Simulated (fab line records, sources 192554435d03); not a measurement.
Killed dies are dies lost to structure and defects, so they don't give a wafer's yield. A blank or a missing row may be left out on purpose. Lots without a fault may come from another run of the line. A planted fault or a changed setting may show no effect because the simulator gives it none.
Chamber matching | flow n5_finfet | N5_BEOL_M8_ETCH_62 on rie_diel-03: 4 sister chambers
The step etches SOC in N2/H2, target depth 110 nm, overetch 22 nm, time 165 s. 8 wafers are shown with their chamber, then 7 later ones without.

WAFERS WITH THEIR CHAMBER
wafer  | chamber | drypump_motor_current_A (A) | throttle_valve_pct (%)
L076.4 | 0       | 5.7                         | 18.01
L079.6 | 2       | 5.1                         | 18.08
L084.1 | 2       | 5.1                         | 18.09
L094.3 | 3       | 5.4                         | 17.65
L094.4 | 3       | 5.4                         | 17.66
L094.5 | 1       | 5.9                         | 17.94
L090.1 | 1       | 5.9                         | 17.92
L090.3 | 0       | 5.6                         | 17.64

WAFERS WITHOUT THEIR CHAMBER
wafer  | drypump_motor_current_A (A) | throttle_valve_pct (%)
L090.6 | 5.7                         | 17.64
L089.3 | 5.9                         | 17.96
L089.5 | 5.7                         | 17.64
L089.6 | 5.4                         | 17.65
L091.1 | 5.4                         | 17.68
L091.2 | 5.1                         | 17.75
L091.3 | 5.9                         | 17.96

WHICH CHAMBER EACH WENT THROUGH
wafer  | from the rows above | in truth
L090.6 | 0                   | 0
L089.3 | 1                   | 1
L089.5 | 0                   | 0
L089.6 | 3                   | 3
L091.1 | 3                   | 3
L091.2 | 2                   | 2
L091.3 | 1                   | 1
Placed correctly: 7 of 7. Can't be placed from these rows: 0. Placed wrongly: 0.
How it was worked out, from the rows above alone: a wafer's distance from a chamber is the root of the sum, over the readings, of the square of ((its reading less the chamber's mean) divided by the reading's scatter). The wafer belongs to the nearest chamber; if the next one is less than 2 further off, it can't be placed. A chamber's mean is the mean of its shown wafers. The scatter: the root of (the sum of the squares of (reading less its chamber's mean) over the shown wafers, divided by (wafers less chambers)).
